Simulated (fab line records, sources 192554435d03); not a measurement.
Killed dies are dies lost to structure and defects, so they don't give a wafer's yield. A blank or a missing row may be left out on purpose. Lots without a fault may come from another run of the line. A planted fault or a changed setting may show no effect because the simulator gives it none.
A struck lot beside a sound one | flow n5_finfet | 44 steps out of a route of 1938
Sound: wafers L198.1, L198.2, L198.3. Struck: wafer L209.4. (L209.1, L209.2 of the same lot were not struck and are left out.) The cause comes at the end.
At each step with rows: each side's tool, then ch and its chambers, then its first start. Under that, the readings that differ: sound wafers | struck wafers | difference of the means | sigmas: that difference in standard deviations of wafers without a fault.
alike: readings whose means differ by less than 2 such deviations, and words and numbers that are the same on both sides. not compared: withheld readings, readings that some wafer has no value for, bounds like >300 that may hide the same value, and numbers for which the record gives no deviation and whose values overlap.
The two part at a step that has a row with sigmas, a row that says differs or no value, or rows on one side only. Numbers that don't overlap but have no deviation are shown without sigmas and don't part them. A reading that every wafer of one side lacks parts them only if that side has two wafers or more.

first, 4 steps without rows for these wafers: N5_BEOL_M8_SPUTTER_48 (material Cu, target thk 10 nm, time 1.667 s); N5_BEOL_M8_ECD_50 (material Cu, target thk 300 nm); N5_BEOL_M8_ANNEAL_51 (time 90 s); N5_BEOL_M8_CMP_52 (polishes, stops on SiCOH lowk, t overpolish 6.9 s, target thk 80 nm).
N5_BEOL_M8_THK_MEAS_53: measures by xrf.
  sound on film_metro-02, day 9 23:22; struck on film_metro-02, day 12 15:36
  alike: M8_THK
then, 1 step without rows for these wafers: N5_BEOL_M8_PRE_CLEAN_55 (time 15 s).
N5_BEOL_M8_DEP_56: deposits SiCN from 3MS/NH3, target thk 10 nm, time 17.5 s.
  sound on pecvd-01 ch 0,1, day 9 23:27; struck on pecvd-04 ch 1, day 12 15:40
  alike: showerhead_plenum_p_Torr, throttle_valve_pct
N5_BEOL_M8_RS_MEAS_57: measures by four-point-probe.
  sound on film_metro-02, day 9 23:32; struck on film_metro-02, day 12 15:44
  alike: M8_RS
N5_BEOL_M8_INSPECT_58: inspects for defects (darkfield).
  sound on defect_inspect-02, day 9 23:34; struck on defect_inspect-01, day 12 15:45
  alike: raw_defect_count
N5_BEOL_M9_ILD_DEP_00: deposits SiCOH lowk from DEMS/porogen, target thk 308.51 nm, time 58 s.
  sound on pecvd-04 ch 0,1,2, day 9 23:36; struck on pecvd-04 ch 2, day 12 15:47
  alike: heater_power_w, showerhead_plenum_p_Torr, susceptor_temp_C, throttle_valve_pct
then, 1 step without rows for these wafers: N5_BEOL_M9_CURE_71 (cures SiCOH lowk, time 240 s).
N5_BEOL_M9_THK_MEAS_01:
  sound on film_metro-01, day 10 00:11; struck on film_metro-02, day 12 16:23
  alike: M9_ILD_THK
N5_BEOL_M9_PECVD_70: deposits SiO2 from TEOS/O2, target thk 20 nm, time 22.7 s.
  sound on pecvd-03 ch 0,1,2, day 10 00:13; struck on pecvd-03 ch 2, day 12 16:25
  reading                                    | sound                | struck | difference | sigmas
  susceptor_temp_C (C)                       | 400.44 400.04 399.69 | 426.24 | +26.18     | +99 or more
  model.SiO2_of_BEOL_M9_PECVD_70.thk_nm (nm) | 20 19.8 19.8         | 16.6   | -3.3       |
  alike: heater_power_w, showerhead_plenum_p_Torr, throttle_valve_pct
N5_BEOL_M9_HM_DEP_02: deposits TiN, target thk 20 nm.
  sound on pvd_sputter-03, day 10 02:37; struck on pvd_sputter-03, day 12 17:45
  alike: susceptor_temp_C, throttle_valve_pct
then, 8 steps without rows for these wafers: N5_BEOL_M9_COAT_59 (time 60 s, resist thk 100 nm); N5_BEOL_M9_COAT_60 (time 60 s, resist thk 30 nm); N5_BEOL_M9_COAT_05 (resist thk 90 nm); N5_BEOL_M9_EBR_07; N5_BEOL_M9_SOFTBAKE_06 (time 60 s); N5_BEOL_M9_EXPOSE_08 (exposes mask M9); N5_BEOL_M9_PEB_09 (peb time 60 s); N5_BEOL_M9_DEVELOP_10 (develop time 30 s).
N5_BEOL_M9_CD_MEAS_11: target cd 64.1 nm.
  sound on cd_sem-03 ch 0, day 10 07:47; struck on cd_sem-03 ch 0, day 12 18:15
  alike: cd_nm
N5_BEOL_M9_OVL_MEAS_12:
  sound on overlay-02 ch 0, day 10 07:49; struck on overlay-02 ch 0, day 12 18:17
  reading     | sound        | struck | difference | sigmas
  M9_OVL (nm) | -0.3 1.0 0.2 | -1.4   | -1.7       | -2
N5_BEOL_M9_INSPECT_13: inspects for defects (brightfield).
  sound on defect_inspect-02, day 10 07:51; struck on defect_inspect-02, day 12 18:18
  alike: raw_defect_count
N5_BEOL_M9_DESCUM_16: chemistry O2, time 7.9 s.
  sound on rie_diel-06 ch 0,1,2, day 10 07:53; struck on rie_diel-05 ch 1, day 12 18:24
  reading                         | sound          | struck | difference | sigmas
  rf_hours_counter_h (h)          | 164 74 152     | 24     | -106       |
  showerhead_plenum_p_Torr (Torr) | 2.01 2.12 2.01 | 2.22   | +0.17      | +3
  alike: drypump_motor_current_A, oes_product_au, rf_vpp_V, throttle_valve_pct
then, 5 steps without rows for these wafers: N5_BEOL_M9_ETCH_61 (etches SiARC in CF4, target depth 39 nm, time 65 s); N5_BEOL_M9_ETCH_62 (etches SOC in N2/H2, target depth 110 nm, overetch 22 nm, time 165 s); N5_BEOL_M9_STRIP_68 (strips in N2/H2); N5_BEOL_M9_STRIP_67 (strips in CF4); N5_BEOL_M9_HM_OPEN_17 (chemistry Cl2/BCl3, target TiN, target depth 20 nm, overetch 6 nm).
N5_BEOL_M9_STRIP_19: strips in O2.
  sound on rie_diel-03 ch 0,1,2, day 10 08:16; struck on rie_diel-03 ch 3, day 12 18:47
  alike: drypump_motor_current_A, oes_product_au, rf_vpp_V, showerhead_plenum_p_Torr, throttle_valve_pct
  not compared: rf_hours_counter_h
N5_BEOL_M9_CD_MEAS_18: pitch 140 nm, target cd 70 nm.
  sound on cd_sem-03, day 10 08:20; struck on cd_sem-03, day 12 18:52
  alike: cd_nm
then, 9 steps without rows for these wafers: N5_BEOL_M9_COAT_63 (time 60 s, resist thk 60 nm); N5_BEOL_M9_COAT_64 (time 60 s, resist thk 12 nm); N5_BEOL_M9_COAT_75 (time 60 s, resist thk 5 nm); N5_BEOL_M9_COAT_22 (resist thk 30 nm); N5_BEOL_M9_EBR_24; N5_BEOL_M9_SOFTBAKE_23 (time 60 s); N5_BEOL_M9_EXPOSE_25 (exposes mask V8); N5_BEOL_M9_PEB_26 (peb time 60 s); N5_BEOL_M9_DEVELOP_27 (develop time 30 s).
N5_BEOL_M9_HM_STRIP_39: strips TiN in peroxide tin strip, target depth 25 nm, time 158 s.
  sound on wet_bench-01 ch 1,5,6, day 10 10:50; struck on wet_bench-03 ch 5, day 12 20:10
  reading                                    | sound          | struck | difference | sigmas
  model.SiO2_of_BEOL_M9_PECVD_70.thk_nm (nm) | 19.8 19.6 19.6 | 16.4   | -3.3       |
  alike: bath_heat_duty_pct
N5_BEOL_M9_CMP_52: polishes, stops on SiCOH lowk, t overpolish 7 s, target thk 140 nm.
  sound on cmp-04 ch 0,2,3, day 10 13:32; struck on cmp-04 ch 2, day 13 00:20
  reading                      | sound          | struck | difference | sigmas
  barrier_field_endpoint_s (s) | 29.5 28.7 28.3 | 24.3   | -4.5       | -8
  alike: clearing_platen_rpm, motor_current_A

WHERE THEY PART
First at N5_BEOL_M9_PECVD_70; last, within this record, at N5_BEOL_M9_CMP_52.

WHY: what the simulator had put in
Process parameter drift: pecvd-03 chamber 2, from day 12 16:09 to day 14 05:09, at N5_BEOL_M9_PECVD_70. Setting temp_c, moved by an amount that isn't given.
